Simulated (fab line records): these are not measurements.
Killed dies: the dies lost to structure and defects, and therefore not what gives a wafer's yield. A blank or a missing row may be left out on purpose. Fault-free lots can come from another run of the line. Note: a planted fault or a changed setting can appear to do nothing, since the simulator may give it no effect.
Which tool is to blame? -- flow n5-finfet -- 10 lots with 29 wafers sampled at 5 steps, on a route of 1938 steps

== WHAT THE GAUGES SHOWED, per wafer ==
N5_WELL_APT_CD_MEAS_08: the cd target is 200 nm.
lot,measured,on,cd-nm (nm)
L848,day 1 14:05,cd-sem-03,201.9 199.5 200.4
L853,day 2 19:41,cd-sem-03,195.3 201.2 198.1
L854,day 3 02:03,cd-sem-01,201.3 199.9 202.5
L857,day 3 19:41,cd-sem-02,202.3 200.8 203.9
L858,day 4 02:02,cd-sem-02,201.9 200.3 201.5
L865,day 5 20:10,cd-sem-03,200.6 202.9 201.0
L867,day 6 07:49,cd-sem-01,201.1 196.9
L868,day 6 13:43,cd-sem-01,196.2 198.7 199.8
L870,day 7 01:52,cd-sem-03,198.2 196.3 200.4
L871,day 7 07:34,cd-sem-02,203.1 200.3 200.9

N5_BEOL_M4_RC_MEAS_101.
lot,measured,on,CJ_N,DIBL_N (mV/V),DIBL_P (mV/V),IOFF_N (nA/um),IOFF_P (nA/um),ION_N (uA/um),ION_P (uA/um),SS_N (mV/dec),SS_P (mV/dec),VT_N (mV),VT_P (mV)
L848,day 8 06:25,prober-01,4.25 4.13 4.27,33.8 35.8 36.9,33.2 36.5 37.2,0.12 0.14 0.15,0.18 0.22 0.24,676 670 669,466 468 466,70.3 71.2 71.5,72.8 73.4 73.8,255 252 253,-252 -247 -248
L853,day 9 03:31,prober-02,4.26 4.22 4.26,37.0 34.6 35.8,38.5 35.6 36.7,0.18 0.13 0.16,0.27 0.20 0.23,695 671 691,480 468 478,71.8 71.5 70.7,74.5 73.2 74.0,247 254 248,-246 -248 -247
L854,day 9 14:43,prober-02,5.03 4.90 4.87,39.3 37.8 37.5,39.7 38.4 38.9,0.19 0.16 0.16,0.22 0.20 0.20,669 675 667,456 462 453,72.5 72.7 72.4,74.2 73.3 73.7,247 250 249,-252 -257 -253
L857,day 10 05:58,prober-02,5.05 4.90 5.00,37.3 37.1 32.6,37.2 36.4 31.1,0.17 0.16 0.10,0.27 0.26 0.18,665 663 643,466 467 460,71.6 72.2 70.5,73.5 73.6 71.3,250 250 258,-244 -245 -247
L858,day 10 05:26,prober-01,5.07 5.04 5.17,34.3 36.4 37.9,34.5 38.1 38.4,0.11 0.16 0.16,0.15 0.21 0.20,651 669 668,442 457 453,71.9 71.8 71.6,72.8 73.1 73.3,256 249 253,-254 -253 -254
L865,day 12 15:20,prober-02,4.38 4.34 4.25,37.7 36.5 33.0,37.9 36.8 32.1,0.17 0.17 0.10,0.25 0.25 0.16,685 682 655,477 478 458,72.1 71.6 70.3,73.7 73.6 71.6,249 249 259,-248 -247 -254
L867,day 12 20:45,prober-01,4.25 4.41,36.2 37.4,37.2 38.7,0.15 0.18,0.19 0.21,660 691,455 469,71.9 71.7,73.4 73.3,251 248,-253 -250
L868,day 12 23:37,prober-02,4.13 4.27 4.31,36.1 34.5 33.7,38.5 35.5 33.6,0.17 0.14 0.12,0.24 0.20 0.17,673 666 662,474 462 456,71.7 72.0 71.0,74.1 73.4 72.7,250 250 252,-250 -251 -255
L870,day 13 23:06,prober-01,4.35 4.35 4.40,36.3 39.6 36.0,35.1 39.1 34.1,0.13 0.19 0.12,0.21 0.27 0.19,647 680 656,451 464 458,71.1 72.3 71.3,72.2 73.1 72.6,254 246 256,-247 -248 -253
L871,day 13 18:54,prober-02,4.30 4.26 4.32,37.6 35.1 38.3,36.7 33.4 38.3,0.17 0.13 0.19,0.24 0.19 0.27,673 661 701,467 461 481,71.1 70.7 71.2,74.5 72.1 73.5,249 252 247,-247 -249 -243

== WHICH TOOL RAN EACH LOT (tool, then ch and the chambers of the sampled wafers, then the start) ==
lot,N5_ZERO_LAYER_PECVD_02,N5_ZERO_LAYER_ETCH_17,N5_WELL_APT_IMPLANT_32
L848,"pecvd-01 ch 0,1, day 1 12:17","rie-diel-02 ch 0,1,2, day 1 13:07","implanter-01 ch 0, day 1 16:01"
L853,"pecvd-02 ch 0,1,2, day 2 18:17","rie-diel-06 ch 0,2, day 2 18:50","implanter-02 ch 0, day 2 21:56"
L854,"pecvd-01 ch 0,1, day 3 00:19","rie-diel-06 ch 0,1,2, day 3 01:10","implanter-02 ch 0, day 3 03:37"
L857,"pecvd-01 ch 0,1, day 3 18:18","rie-diel-06 ch 0,2, day 3 18:49","implanter-02 ch 0, day 3 21:34"
L858,"pecvd-04 ch 1,2, day 4 00:17","rie-diel-06 ch 0,2,3, day 4 01:02","implanter-02 ch 0, day 4 03:32"
L865,"pecvd-02 ch 0,1,2, day 5 18:17","rie-diel-03 ch 0,1,2, day 5 18:58","implanter-01 ch 0, day 5 21:41"
L867,"pecvd-02 ch 0,1, day 6 06:17","rie-diel-03 ch 0,3, day 6 06:50","implanter-01 ch 0, day 6 09:27"
L868,"pecvd-02 ch 0,1, day 6 12:18","rie-diel-06 ch 0,3, day 6 12:52","implanter-02 ch 0, day 6 16:01"
L870,"pecvd-04 ch 0,1, day 7 00:17","rie-diel-02 ch 1,2,3, day 7 00:54","implanter-01 ch 0, day 7 03:23"
L871,"pecvd-01 ch 1,2, day 7 06:17","rie-diel-03 ch 0,1, day 7 06:43","implanter-02 ch 0, day 7 09:25"
- N5_ZERO_LAYER_PECVD_02: deposits SiO2 from SiH4/N2O, target thk 10 nm, time 6 s.
- N5_ZERO_LAYER_ETCH_17: etches SiO2 in CF4, target depth 12 nm, time 13.3 s.
- N5_WELL_APT_IMPLANT_32

== AS READ BY THE TOOLS THEMSELVES (means over the sampled wafers that have a number; for cases with no such wafer, the mark the record gives instead) ==
N5_ZERO_LAYER_PECVD_02.
lot,tool,chamber-pressure-Torr (Torr),heater-power-w (W),rf-fwd-power-W (W),showerhead-plenum-p-Torr (Torr)
L848,pecvd-01,0.7509,735,272.9,8.25
L853,pecvd-02,0.7506,770,273.5,8.12
L854,pecvd-01,0.7501,742,272.7,8.23
L857,pecvd-01,0.7523,754,273.2,8.24
L858,pecvd-04,0.7492,764,272.2,8.19
L865,pecvd-02,0.7497,817,273.0,8.13
L867,pecvd-02,0.7502,832,273.1,8.18
L868,pecvd-02,0.7508,896,272.5,8.20
L870,pecvd-04,0.7509,838,273.2,8.19
L871,pecvd-01,0.7499,691,272.2,8.20

N5_ZERO_LAYER_ETCH_17.
lot,tool,drypump-motor-current-A (A),oes-product-au (a.u.),rf-fwd-power-W (W),rf-vpp-V (V),showerhead-plenum-p-Torr (Torr),throttle-valve-pct (%)
L848,rie-diel-02,6.3,0.77,446.6,951,2.18,15.62
L853,rie-diel-06,5.6,0.81,445.5,951,2.17,15.88
L854,rie-diel-06,5.6,0.79,448.1,949,2.16,15.83
L857,rie-diel-06,5.8,0.85,444.8,950,2.18,15.83
L858,rie-diel-06,5.6,0.87,445.1,952,2.21,15.66
L865,rie-diel-03,6.2,0.70,446.0,948,2.12,15.79
L867,rie-diel-03,6.0,0.68,443.4,950,2.15,15.69
L868,rie-diel-06,5.6,0.89,443.5,955,2.24,15.47
L870,rie-diel-02,6.0,0.78,446.8,947,2.13,15.65
L871,rie-diel-03,6.0,0.71,446.1,945,2.08,15.68

N5_WELL_APT_IMPLANT_32.
lot,tool,beam-energy-keV,dose-ions-cm2,faraday-current-uA
L848,implanter-01,50.018,2.0000e+13,256
L853,implanter-02,50.016,2.0021e+13,257
L854,implanter-02,49.993,2.6527e+13,340
L857,implanter-02,49.987,2.6533e+13,339
L858,implanter-02,49.993,2.6535e+13,334
L865,implanter-01,49.994,2.0021e+13,254
L867,implanter-01,49.989,1.9970e+13,247
L868,implanter-02,49.982,1.9999e+13,258
L870,implanter-01,49.999,2.0029e+13,253
L871,implanter-02,50.012,1.9978e+13,252

== THE ANSWER, worked out from the rows above alone ==
Rule: the usual values come from the lots themselves. The widest of any qualifying gaps counts: lots, ordered by their means at a reading, are off when they make up no more than a third of the lots, leave a main group of 4 or more, and stand apart from it by 3 or more times the standard deviation of that group's means. Not used: any main group whose means are identical at the precision the tables above print for the reading. A lot without any number at a reading at which 4 lots or more have one is off too. The other lots that the step has rows for count as sound. The gauges are gone through in route order, then the tools' own readings, and for those a lot's mean is taken as printed above. At the first step where some lot is off, the reading lying furthest off is the one used; lots without a number count as furthest.
Off: at N5_BEOL_M4_RC_MEAS_101 (CJ_N), L854, L857, L858. For the main group the mean is 4.29 and the standard deviation 0.052.
A tool fits if, at a process step before that reading, it ran every lot that is off, and no sound lot after the first of them. The gauges at N5_BEOL_M4_RC_MEAS_101 aren't tried: what is off there is off at N5_WELL_APT_IMPLANT_32 too, on other tools, and a gauge's error can't cause that. No candidate that was tried fits.

== WHAT THE SIMULATOR PUT IN ==
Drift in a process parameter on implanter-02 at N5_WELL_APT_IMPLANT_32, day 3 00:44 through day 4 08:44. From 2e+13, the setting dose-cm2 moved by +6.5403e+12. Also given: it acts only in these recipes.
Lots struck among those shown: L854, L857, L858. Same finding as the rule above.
